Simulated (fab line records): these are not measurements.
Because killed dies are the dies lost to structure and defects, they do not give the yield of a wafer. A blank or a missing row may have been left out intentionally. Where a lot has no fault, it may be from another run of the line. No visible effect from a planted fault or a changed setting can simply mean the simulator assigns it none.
8D (eight disciplines) problem report, filled in by code / flow nand-harc / the parts of the form that need people (team, actions taken, sign-off) are left out

== 1. WHAT WENT WRONG ==
A mean of 365.4 s is read at NHARC_A_CONTACT_ETCH_49 for run-length-s, taken on 1 wafer of 1 lot, against 496.7 s (standard deviation 0.48) on wafers free of any fault. So: -99 or more standard deviations from the usual mean.
The step: etches the open film in N2/H2, target depth 260 nm, time 475.3 s.
Earliest sighting: wafer L267.1 on rie-diel-07 at day 26 20:02. The record holds 39 wafers of 13 lots with a number at this step. Rule for "out" (also "out of limits"): further than 4 standard deviations from the usual mean. All remaining wafers that have a number are taken as sound.

== 2. WHAT IT IS AND WHAT IT IS NOT ==
question=which readings at this step | is=run-length-s | is not=drypump-motor-current-A, oes-product-au, rf-vpp-V, showerhead-plenum-p-Torr, throttle-valve-pct
question=which lots | is=L267 | is not=L251, L252, L253, L254, L256, L257, L258, L259, L260, L262, L270, L271
question=which wafers of those lots | is=L267.1 | is not=L267.2, L267.5
question=read on which tools | is=rie-diel-07 | is not=rie-diel-03, rie-diel-05
question=when | is=from day 26 20:02 | is not=up to then (32 sound wafers); but 6 sound wafers of L270, L271 came after

== 3. WHAT RULES OUT EACH SUSPECT ==
Counting: any tool at a process step up to the reading remains a suspect provided it ran every lot that is out. Sound lots after the first of them don't rule it out here, since some wafers of a struck lot are sound.
- ald-hk-01 at NHARC_A_WL_FILL_ALD_10 (deposits SiO2, target thk 50 nm, pulse time 10 s, ald cycles 500): kept. It ran the lot that is out, L267 (day 26 03:45); its last sound lot up to then is L258 (day 23 06:47).
- rie-diel-07 at NHARC_A_CONTACT_ETCH_49 (etches the open film in N2/H2, target depth 260 nm, time 475.3 s): kept. It ran the lot that is out, L267 (day 26 20:02); its last sound lot up to then is L262 (day 24 14:19). Its own run-length-s readings are out on those wafers.
- ald-hk-01, NHARC_A_WL_FILL_ALD_10: wafers that are out in chamber 2, sound lot-mates in chambers 1, 3.
- rie-diel-07, NHARC_A_CONTACT_ETCH_49: wafers that are out in chamber 0, sound lot-mates in chambers 1, 3.
The count leaves rie-diel-07 at NHARC_A_CONTACT_ETCH_49 and ald-hk-01 at NHARC_A_WL_FILL_ALD_10.

== 4. THE CAUSE (what the simulator had put in) ==
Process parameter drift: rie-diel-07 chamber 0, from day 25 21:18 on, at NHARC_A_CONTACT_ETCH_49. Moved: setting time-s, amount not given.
Counting left 2 suspects, and this tool is among them.

== 5. THE EFFECT CHAIN, in route order ==
Each row: a reading whose mean over the struck wafers that have a number lies more than 3 standard deviations from the usual. Only readings for which the record gives a usual standard deviation are gone through. hours: the time from each lot's start at the first step in this table that gives one to its start at this step, as a median over the lots. sigmas: the change in usual standard deviations.
hours=0; step=NHARC_A_CONTACT_ETCH_49; reading=run-length-s; usual=496.7 s; on struck wafers=365.4; change=-131.3; sigmas=-99 or more
The process steps in it:
- NHARC_A_CONTACT_ETCH_49: etches the open film in N2/H2, target depth 260 nm, time 475.3 s.

== 6. HOW IT WOULD HAVE BEEN CAUGHT EARLIER ==
In this record no reading fell out of limits until day 26 20:02, 23 hours after the fault had begun at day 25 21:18.
